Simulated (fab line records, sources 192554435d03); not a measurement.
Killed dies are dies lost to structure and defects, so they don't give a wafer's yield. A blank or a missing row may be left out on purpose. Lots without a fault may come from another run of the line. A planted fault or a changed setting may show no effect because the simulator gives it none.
Chamber matching | flow n5_finfet | N5_BEOL_M10_CURE_72 on uv_cure-01: 3 sister chambers
The step cures SiCOH lowk, time 120 s. 3 wafers are shown with their chamber, then 12 later ones without.

WAFERS WITH THEIR CHAMBER
wafer  | chamber | wafer_temp_C_max
L088.5 | 1       | 371.7
L089.5 | 0       | 371.1
L090.5 | 2       | 371.7

WAFERS WITHOUT THEIR CHAMBER
wafer  | wafer_temp_C_max
L092.1 | 371.7
L092.2 | 371.6
L092.5 | 371.7
L091.1 | 371.4
L091.4 | 370.7
L091.6 | 371.3
L095.1 | 371.3
L095.2 | 372.2
L095.4 | 371.9
L097.4 | 371.0
L097.5 | 370.8
L097.6 | 371.0

WHICH CHAMBER EACH WENT THROUGH
wafer  | from the rows above          | in truth
L092.1 | can't be placed: 1 or 2      | 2
L092.2 | can't be placed: 1 or 2 or 0 | 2
L092.5 | can't be placed: 1 or 2      | 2
L091.1 | can't be placed: 0 or 1 or 2 | 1
L091.4 | 0                            | 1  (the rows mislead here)
L091.6 | can't be placed: 0 or 1 or 2 | 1
L095.1 | can't be placed: 0 or 1 or 2 | 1
L095.2 | can't be placed: 1 or 2      | 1
L095.4 | can't be placed: 1 or 2      | 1
L097.4 | 0                            | 0
L097.5 | 0                            | 0
L097.6 | 0                            | 0
Placed correctly: 3 of 12. Can't be placed from these rows: 8 (the true chamber is among the candidates in 8). Placed wrongly: 1.
How it was worked out, from the rows above alone: a wafer's distance from a chamber is the root of the sum, over the readings, of the square of ((its reading less the chamber's mean) divided by the reading's scatter). The wafer belongs to the nearest chamber; if the next one is less than 2 further off, it can't be placed. A chamber's mean is the mean of its shown wafers. The scatter: with one shown wafer a chamber, the root of the mean of the squares of how far each hidden wafer lies from its nearest shown one.
